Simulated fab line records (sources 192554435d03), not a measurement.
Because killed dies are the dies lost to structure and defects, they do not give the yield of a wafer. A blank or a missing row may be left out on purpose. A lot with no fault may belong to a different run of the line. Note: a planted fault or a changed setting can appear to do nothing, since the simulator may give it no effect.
Struck lot and sound lot, side by side -- flow n5-finfet -- 15 out of 1938 route steps
Sound: wafers L761.3, L761.4, L761.6. Struck: wafers L771.4, L771.6. The cause is given at the end.
Per side, at each step with rows, come the tool, then ch with its chambers, and then its first start. Under that, the readings that differ: sound wafers -- struck wafers -- difference of the means -- sigmas: that difference in standard deviations of wafers without a fault.
alike: a reading whose means differ by less than 2 such deviations, as well as words and numbers matching on both sides. not compared: withheld readings; readings where some wafer has no value; bounds like >300 that might hide an equal value; numbers whose values overlap and for which the record gives no deviation.
The two part at a step that has a row with sigmas, a row that says differs or no value, or rows on one side only. Non-overlapping numbers with no deviation appear without sigmas and do not part them. Lack of a reading on every wafer of one side parts them only where that side has two or more wafers.

first, 8 steps without rows for these wafers: N5_BEOL_M10_COAT_63 (time 60 s, resist thk 100 nm); N5_BEOL_M10_COAT_64 (time 60 s, resist thk 30 nm); N5_BEOL_M10_COAT_22 (resist thk 90 nm); N5_BEOL_M10_EBR_24; N5_BEOL_M10_SOFTBAKE_23 (time 60 s); N5_BEOL_M10_EXPOSE_25 (exposes mask V9); N5_BEOL_M10_PEB_26 (peb time 60 s); N5_BEOL_M10_DEVELOP_27 (develop time 30 s).
N5_BEOL_M10_CD_MEAS_28 targets a cd of 70 nm.
  sound on cd-sem-01 ch 0, day 12 08:23; struck on cd-sem-03 ch 0, day 14 23:36
  alike: cd-nm
N5_BEOL_M10_OVL_MEAS_29:
  sound on overlay-02 ch 0, day 12 08:25; struck on overlay-01 ch 0, day 14 23:38
  alike: V9_OVL
N5_BEOL_M10_INSPECT_30: inspects for defects (brightfield).
  struck on defect-inspect-02, day 14 23:39; sound on defect-inspect-01, day 12 08:27
  alike: raw-defect-count
N5_BEOL_M10_DESCUM_33: chemistry O2, time 7.9 s.
  sound on rie-diel-02 ch 0,3, day 12 08:31; struck on rie-diel-06 ch 0,2, day 14 23:44
  alike: bias-power-w, chamber-pressure-mTorr, drypump-motor-current-A, oes-product-au, rf-vpp-V, showerhead-plenum-p-Torr, throttle-valve-pct
  not compared: rf-hours-counter-h
N5_BEOL_M10_ETCH_65: etches SiARC in CF4, target depth 39 nm, time 65 s.
  sound on rie-diel-02 ch 0,3, day 12 08:34; struck on rie-diel-06 ch 0,2, day 14 23:47
reading,sound,struck,difference,sigmas
bias-w (W),35.79 35.84 36.10,- -,no value on the struck wafers,
etch-rf-on-time-s (s),64.4 64.0 63.7,121.0 121.2,+57.1,+72
  alike: chamber-pressure-mTorr, drypump-motor-current-A, oes-product-au, rf-vpp-V, showerhead-plenum-p-Torr, throttle-valve-pct
  not compared: rf-hours-counter-h
N5_BEOL_M10_ETCH_66: etches SOC in N2/H2, target depth 120 nm, overetch 24 nm, time 180 s.
  sound on rie-diel-02 ch 0,3, day 12 08:37; struck on rie-diel-06 ch 0,2, day 14 23:50
  alike: bias-w, chamber-pressure-mTorr, drypump-motor-current-A, h2-flow-sccm, oes-product-au, rf-vpp-V, showerhead-plenum-p-Torr, throttle-valve-pct
  not compared: rf-hours-counter-h
-- a jump in the record: the struck wafers' starts before and after are 2 days apart (it breaks off in module BEOL_M10 and resumes in module PASSIVATION, where the first step shown is number 1936 of the route) --
N5_PASSIVATION_PROBE_49:
  the record has rows for the struck wafers here (prober-01, day 17 06:04) and none for the sound ones

## WHERE THEY PART
Earliest at N5_BEOL_M10_ETCH_65; latest, in this record, at N5_PASSIVATION_PROBE_49.

WHY: what the simulator had put in
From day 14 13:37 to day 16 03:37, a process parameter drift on rie-diel-06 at N5_BEOL_M10_ETCH_65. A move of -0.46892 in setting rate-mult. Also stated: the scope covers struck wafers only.
